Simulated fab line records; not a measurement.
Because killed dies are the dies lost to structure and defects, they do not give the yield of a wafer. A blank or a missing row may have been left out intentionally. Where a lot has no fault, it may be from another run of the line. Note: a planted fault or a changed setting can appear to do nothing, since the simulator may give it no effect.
Code-filled problem report in 8D (eight disciplines) form -- flow n5 finfet -- the parts of the form that need people (team, actions taken, sign-off) are left out

## 1. THE PROBLEM
killed_at_M4_up at N5_PASSIVATION_PROBE_49 reads a mean of 157 on 6 wafers of 2 lots; wafers without a fault read 15 with a standard deviation of 6. Measured from the usual mean, that is +24 standard deviations.
Seen first at day 16 21:41 on prober-02, wafer L950.3. At this step, 12 wafers from 4 lots have a number in the record. Rule for "out", or "out of limits": more than 4 standard deviations from the usual mean. Any other wafer with a number is counted as sound.

## 2. WHAT IT IS AND WHAT IT IS NOT
question,is,is not
which readings at this step,"killed_at_M4_up, defect limited yield, killed dies, sort_bin_5_function, sort n pass, sort yield pct","killed_at_M0_to_M3, killed at contacts, killed at front end, killed at other, killed open, killed short, sort_bin_8_speed"
which lots,"L950, L955","L945, L964"
which wafers of those lots,all that have a number,-
read on which tools,"prober-01, prober-02",-
when,from day 16 21:41,up to then (3 sound wafers); but 3 sound wafers of L964 came after

## 3. THE SUSPECTS, EACH WITH WHAT RULES IT OUT
Counting: a tool at a process step up to the reading stays a suspect if it ran every lot that is out and no sound lot after the first of them.
- pvd sputter-01 at N5_BEOL_M14_SPUTTER_45 (material Cu, target thk 100 nm, time 16.67 s): kept. It ran every lot that is out, first L950 (day 15 21:53), and no sound lot after that.
Remaining after the count: pvd sputter-01 at N5_BEOL_M14_SPUTTER_45.

## 4. THE CAUSE (what the simulator had put in)
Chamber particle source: pvd sputter-01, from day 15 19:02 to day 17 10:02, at N5_BEOL_M14_SPUTTER_45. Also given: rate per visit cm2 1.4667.
Only this tool survived the counting.

## 5. THE EFFECT CHAIN, in route order
Rows list readings where the struck wafers' mean (over those with a number) sits beyond 3 standard deviations from the usual. Only readings for which the record gives a usual standard deviation are gone through. hours: the time from each lot's start at the first step in this table that gives one to its start at this step, as a median over the lots. sigmas: the change in usual standard deviations.
hours,step,reading,usual,on struck wafers,change,sigmas
0,N5_PASSIVATION_PROBE_49,defect limited yield,91.5 %,80.5,-11.0,-7.8
0,N5_PASSIVATION_PROBE_49,killed_at_M4_up,15,157,+142,+24
0,N5_PASSIVATION_PROBE_49,killed dies,101,230,+129,+7.6
0,N5_PASSIVATION_PROBE_49,sort_bin_5_function,5.0 %,12.2,+7.2,+7.4
0,N5_PASSIVATION_PROBE_49,sort n pass,1079,950,-129,-7.6
0,N5_PASSIVATION_PROBE_49,sort yield pct,91.4 %,80.5,-10.9,-7.8
It contains these process steps:
- N5_PASSIVATION_PROBE_49

## 6. WHAT WOULD HAVE CAUGHT IT SOONER
The fault began at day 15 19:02; the first out-of-limits reading in this record came at day 16 21:41, 27 hours later.
Of the tool readings at N5_BEOL_M14_SPUTTER_45 for which the record gives a usual standard deviation, none was out on any struck wafer, so an alarm limit of 4 standard deviations on them would not have fired.
Lots out: 2; all had begun N5_BEOL_M14_SPUTTER_45 on pvd sputter-01 by day 16 21:41. A hold on the tool at that time would have spared none of them.
